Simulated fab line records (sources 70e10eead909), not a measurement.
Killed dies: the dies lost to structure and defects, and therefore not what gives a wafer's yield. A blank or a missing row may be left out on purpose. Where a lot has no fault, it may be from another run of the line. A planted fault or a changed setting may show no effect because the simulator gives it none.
What tool caused it?	flow nandHarc	24 lots with 72 wafers sampled at 6 steps, on a route of 1302 steps

== WHAT EACH GAUGE READ, for each wafer ==
No reading from a measuring or inspecting step in the record can be judged against a usual standard deviation.

== WHICH TOOL RAN EACH LOT (tool, then ch and the chambers of the sampled wafers, then the start) ==
lot	NHARC_A_CONTACT_DESCUM_74	NHARC_A_CONTACT_ETCH_125	NHARC_A_CONTACT_ETCH_126	NHARC_A_CONTACT_ETCH_127	NHARC_A_CONTACT_DEP_84	NHARC_A_CONTACT_ETCH_135
L074	rieDiel-13 ch 1,2, day 21 16:58	harCapEtch-02 ch 0,1, day 21 19:22	harCapEtch-02 ch 0,1, day 21 19:32	harCapEtch-02 ch 0,1, day 21 19:43	aclDep-02 ch 0, day 22 01:46	harCapEtch-02 ch 0,1, day 22 05:44
L077	rieDiel-08 ch 0,2, day 22 08:04	harCapEtch-02 ch 0,1, day 22 10:08	harCapEtch-02 ch 0,1, day 22 10:19	harCapEtch-02 ch 0,1, day 22 10:29	aclDep-01 ch 0, day 22 16:58	harCapEtch-03 ch 0,1, day 22 21:12
L076	rieDiel-13 ch 0,1,3, day 22 11:50	harCapEtch-01 ch 0,1, day 22 13:40	harCapEtch-01 ch 0,1, day 22 13:50	harCapEtch-01 ch 0,1, day 22 14:01	aclDep-01 ch 0, day 22 20:49	harCapEtch-02 ch 0,1, day 23 00:27
L075	rieDiel-04 ch 0,3, day 22 18:11	harCapEtch-02 ch 0,1, day 22 19:56	harCapEtch-02 ch 0,1, day 22 20:07	harCapEtch-02 ch 0,1, day 22 20:17	aclDep-02 ch 0, day 23 00:59	harCapEtch-02 ch 0,1, day 23 05:01
L078	rieDiel-13 ch 1,2,3, day 23 08:39	harCapEtch-01 ch 0,1, day 23 10:42	harCapEtch-01 ch 0,1, day 23 10:53	harCapEtch-01 ch 0,1, day 23 11:03	aclDep-03 ch 0, day 23 16:08	harCapEtch-01 ch 0,1, day 23 20:40
L079	rieDiel-13 ch 2,3, day 23 12:23	harCapEtch-03 ch 0,1, day 23 14:10	harCapEtch-03 ch 0,1, day 23 14:21	harCapEtch-03 ch 0,1, day 23 14:32	aclDep-01 ch 0, day 23 18:08	harCapEtch-02 ch 0,1, day 23 22:05
L081	rieDiel-13 ch 1,2,3, day 24 03:38	harCapEtch-01 ch 0,1, day 24 05:23	harCapEtch-01 ch 0,1, day 24 05:33	harCapEtch-01 ch 0,1, day 24 05:44	aclDep-01 ch 0, day 24 13:43	harCapEtch-02 ch 0,1, day 24 17:43
L080	rieDiel-04 ch 0,1, day 24 05:19	harCapEtch-02 ch 0,1, day 24 07:34	harCapEtch-02 ch 0,1, day 24 07:48	harCapEtch-02 ch 0,1, day 24 08:02	aclDep-03 ch 0, day 24 15:02	harCapEtch-01 ch 0,1, day 24 18:43
L083	rieDiel-13 ch 0,3, day 25 01:38	harCapEtch-02 ch 0,1, day 25 03:43	harCapEtch-02 ch 0,1, day 25 03:53	harCapEtch-02 ch 0,1, day 25 04:04	aclDep-03 ch 0, day 25 07:31	harCapEtch-01 ch 0,1, day 25 11:10
L082	rieDiel-04 ch 0,2, day 25 01:47	harCapEtch-03 ch 0,1, day 25 03:41	harCapEtch-03 ch 0,1, day 25 03:55	harCapEtch-03 ch 0,1, day 25 04:09	aclDep-02 ch 0, day 25 08:09	harCapEtch-02 ch 0,1, day 25 11:56
L084	rieDiel-04 ch 0,1, day 26 01:28	harCapEtch-02 ch 0,1, day 26 03:14	harCapEtch-02 ch 0,1, day 26 03:25	harCapEtch-02 ch 0,1, day 26 03:35	aclDep-01 ch 0, day 26 06:52	harCapEtch-03 ch 0, day 26 10:37
L085	rieDiel-13 ch 1,2, day 26 01:45	harCapEtch-01 ch 0,1, day 26 03:45	harCapEtch-01 ch 0,1, day 26 04:04	harCapEtch-01 ch 0,1, day 26 04:22	aclDep-03 ch 0, day 26 10:41	harCapEtch-02 ch 0,1, day 26 13:56
L086	rieDiel-13 ch 1,2,3, day 27 00:48	harCapEtch-02 ch 0,1, day 27 02:35	harCapEtch-02 ch 0,1, day 27 02:45	harCapEtch-02 ch 0,1, day 27 02:56	aclDep-01 ch 0, day 27 10:01	harCapEtch-01 ch 0,1, day 27 13:25
L087	rieDiel-08 ch 0,2,3, day 27 07:49	harCapEtch-01 ch 0,1, day 27 09:34	harCapEtch-01 ch 0,1, day 27 09:44	harCapEtch-01 ch 0,1, day 27 09:55	aclDep-02 ch 0, day 27 13:55	harCapEtch-01 ch 0,1, day 27 17:42
L089	rieDiel-13 ch 0,1,2, day 28 00:07	harCapEtch-02 ch 0, day 28 01:53	harCapEtch-02 ch 0, day 28 02:04	harCapEtch-02 ch 0, day 28 02:14	aclDep-02 ch 0, day 28 10:22	harCapEtch-01 ch 0,1, day 28 14:32
L088	rieDiel-08 ch 0,3, day 28 01:52	harCapEtch-01 ch 0, day 28 03:38	harCapEtch-01 ch 0, day 28 03:48	harCapEtch-01 ch 0, day 28 03:59	aclDep-02 ch 0, day 28 13:55	harCapEtch-02 ch 0,1, day 28 18:05
L091	rieDiel-08 ch 0,2,3, day 28 10:37	harCapEtch-03 ch 0, day 28 12:20	harCapEtch-03 ch 0, day 28 12:31	harCapEtch-03 ch 0, day 28 12:41	aclDep-02 ch 0, day 28 17:48	harCapEtch-01 ch 0,1, day 28 21:35
L092	rieDiel-13 ch 0,1,3, day 28 11:18	harCapEtch-02 ch 0,1, day 28 13:07	harCapEtch-02 ch 0,1, day 28 13:17	harCapEtch-02 ch 0,1, day 28 13:28	aclDep-01 ch 0, day 28 18:39	harCapEtch-03 ch 0,1, day 28 22:37
L090	rieDiel-13 ch 0,1,3, day 28 13:23	harCapEtch-03 ch 0,1, day 28 15:22	harCapEtch-03 ch 0,1, day 28 15:32	harCapEtch-03 ch 0,1, day 28 15:43	aclDep-02 ch 0, day 28 21:44	harCapEtch-02 ch 0,1, day 29 02:14
L093	rieDiel-04 ch 1,2,3, day 29 18:05	harCapEtch-02 ch 0,1, day 29 20:15	harCapEtch-02 ch 0,1, day 29 20:25	harCapEtch-02 ch 0,1, day 29 20:36	aclDep-02 ch 0, day 30 01:05	harCapEtch-02 ch 0,1, day 30 04:50
L094	rieDiel-04 ch 1,2, day 30 00:05	harCapEtch-03 ch 0,1, day 30 02:43	harCapEtch-03 ch 0,1, day 30 02:54	harCapEtch-03 ch 0,1, day 30 03:05	aclDep-02 ch 0, day 30 06:07	harCapEtch-01 ch 0,1, day 30 10:04
L095	rieDiel-04 ch 1,2,3, day 30 09:46	harCapEtch-03 ch 0,1, day 30 11:31	harCapEtch-03 ch 0,1, day 30 11:42	harCapEtch-03 ch 0,1, day 30 11:53	aclDep-02 ch 0, day 30 15:10	harCapEtch-02 ch 0,1, day 30 18:51
L097	rieDiel-13 ch 0,2,3, day 31 13:10	harCapEtch-03 ch 0,1, day 31 14:59	harCapEtch-03 ch 0,1, day 31 15:09	harCapEtch-03 ch 0,1, day 31 15:20	aclDep-02 ch 0, day 31 21:02	harCapEtch-03 ch 0,1, day 32 00:35
L096	rieDiel-04 ch 0,3, day 31 13:19	harCapEtch-02 ch 0,1, day 31 15:08	harCapEtch-02 ch 0,1, day 31 15:19	harCapEtch-02 ch 0,1, day 31 15:29	aclDep-03 ch 0, day 31 22:14	harCapEtch-02 ch 0,1, day 32 01:38
- NHARC_A_CONTACT_DESCUM_74: chemistry O2, time 3 s.
- NHARC_A_CONTACT_ETCH_125: etches the open film in C4F8/O2/Ar, time 197 s, target depth 1918 nm.
- NHARC_A_CONTACT_ETCH_126: etches the open film in C4F8/O2/Ar, time 197 s, target depth 1918 nm.
- NHARC_A_CONTACT_ETCH_127: etches the open film in C4F8/O2/Ar, time 197 s, target depth 1918 nm.
- NHARC_A_CONTACT_DEP_84: deposits aC, target thk 2800 nm.
- NHARC_A_CONTACT_ETCH_135: etches the open film in C4F8/O2/Ar, time 311 s, target depth 1912 nm.

== WHAT THE TOOLS THEMSELVES READ (means of the sampled wafers that have a number; where no wafer has one, the mark that the record gives instead) ==
NHARC_A_CONTACT_DESCUM_74.
lot	tool	drypumpMotorCurrentA (A)	oesProductAu (a.u.)	rfVppV (V)	showerheadPlenumPTorr (Torr)	throttleValvePct (%)
L074	rieDiel-13	5.7	0.985	58.2	1.89	11.306
L077	rieDiel-08	6.0	1.013	58.5	1.92	11.310
L076	rieDiel-13	5.8	1.003	58.1	1.95	11.320
L075	rieDiel-04	6.2	0.999	57.7	2.01	11.314
L078	rieDiel-13	5.4	0.981	56.6	1.92	11.306
L079	rieDiel-13	5.1	0.984	57.8	1.96	11.307
L081	rieDiel-13	5.4	0.995	58.5	1.92	11.315
L080	rieDiel-04	6.1	1.002	58.0	2.00	11.308
L083	rieDiel-13	5.8	1.001	57.7	1.95	11.312
L082	rieDiel-04	6.0	0.994	57.8	1.96	11.306
L084	rieDiel-04	6.0	1.007	57.9	1.93	11.299
L085	rieDiel-13	5.3	1.001	57.2	1.87	11.310
L086	rieDiel-13	5.4	0.985	57.7	1.92	11.320
L087	rieDiel-08	5.9	1.000	57.6	1.95	11.311
L089	rieDiel-13	5.7	1.005	56.7	1.89	11.312
L088	rieDiel-08	5.9	1.000	57.9	1.99	11.304
L091	rieDiel-08	5.9	1.002	58.5	1.95	11.322
L092	rieDiel-13	5.8	0.995	58.9	1.94	11.309
L090	rieDiel-13	5.8	0.994	58.5	1.94	11.315
L093	rieDiel-04	5.9	1.009	58.0	1.84	11.315
L094	rieDiel-04	5.7	1.005	57.5	1.79	11.320
L095	rieDiel-04	5.9	0.998	57.8	1.84	11.305
L097	rieDiel-13	5.4	1.012	58.0	1.93	11.315
L096	rieDiel-04	6.2	0.992	57.6	1.99	11.302

NHARC_A_CONTACT_DEP_84.
lot	tool	throttleValvePct (%)
L074	aclDep-02	35.010
L077	aclDep-01	34.991
L076	aclDep-01	34.994
L075	aclDep-02	34.997
L078	aclDep-03	35.007
L079	aclDep-01	35.006
L081	aclDep-01	34.999
L080	aclDep-03	35.003
L083	aclDep-03	34.998
L082	aclDep-02	35.003
L084	aclDep-01	35.002
L085	aclDep-03	35.005
L086	aclDep-01	35.000
L087	aclDep-02	35.002
L089	aclDep-02	35.002
L088	aclDep-02	35.002
L091	aclDep-02	35.004
L092	aclDep-01	35.001
L090	aclDep-02	35.001
L093	aclDep-02	35.004
L094	aclDep-02	35.004
L095	aclDep-02	34.999
L097	aclDep-02	35.006
L096	aclDep-03	35.000

== THE ANSWER, worked out from the rows above alone ==
Rule: usual is defined by the lots themselves. The widest of any qualifying gaps counts: lots, ordered by their means at a reading, are off when they make up no more than a third of the lots, leave a main group of 4 or more, and stand apart from it by 3 or more times the standard deviation of that group's means. Not used: any main group whose means are identical at the precision the tables above print for the reading. Also off: a lot with no number at a reading for which 4 or more lots have one. All remaining lots with rows at the step are treated as sound. First the gauges in route order, then the tools' own readings, where a lot's mean is used as printed above. The first step at which some lot is off is used, and at that step the reading that is off furthest; a lot without a number counts as furthest.
None of the lots is off at any reading shown; this tells nothing.

== WHAT THE SIMULATOR PUT IN ==
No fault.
